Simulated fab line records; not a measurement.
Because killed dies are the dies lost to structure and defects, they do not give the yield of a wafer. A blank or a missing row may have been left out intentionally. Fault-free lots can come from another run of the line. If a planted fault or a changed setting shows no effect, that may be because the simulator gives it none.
Chamber matching	flow n5-finfet	N5_BEOL_M5_DEP_56 on pecvd-01 has 3 sister chambers
The step deposits SiCN from 3MS/NH3, target thk 8 nm, time 14 s. 5 wafers are shown with their chamber, then 7 later ones without.

== WAFERS PAIRED WITH THEIR CHAMBERS ==
wafer	chamber	showerhead-plenum-p-Torr (Torr)	throttle-valve-pct (%)
L077.5	2	3.666	8.7
L080.3	0	3.686	8.8
L080.5	0	3.681	8.8
L089.2	1	3.658	8.5
L089.4	1	3.661	8.7

== WAFERS MISSING THEIR CHAMBER ==
wafer	showerhead-plenum-p-Torr (Torr)	throttle-valve-pct (%)
L089.5	3.682	9.0
L093.1	3.659	8.6
L093.2	3.670	8.4
L093.3	3.673	8.9
L093.4	3.664	8.6
L093.5	3.682	9.1
L093.6	3.673	8.6

== THE CHAMBER EACH PASSED THROUGH ==
wafer	from the rows above	in truth
L089.5	0	0
L093.1	1	1
L093.2	can't be placed: 2 or 1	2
L093.3	can't be placed: 2 or 0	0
L093.4	can't be placed: 2 or 1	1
L093.5	0	0
L093.6	can't be placed: 2 or 0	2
Placed correctly: 3 of 7. Cannot be placed on the basis of these rows: 4; the candidates contain the true chamber in 4. 0 placed wrongly.
How it was worked out, from the rows above alone: a wafer's distance from a chamber is the root of the sum, over the readings, of the square of ((its reading less the chamber's mean) divided by the reading's scatter). If the next closest chamber is less than 2 further off than the closest, the wafer can't be placed; otherwise it belongs to the closest. A chamber's mean is the mean of its shown wafers. The scatter: take each reading less its chamber's mean, square it, sum over the shown wafers, divide by the number of wafers less the number of chambers, and take the root.
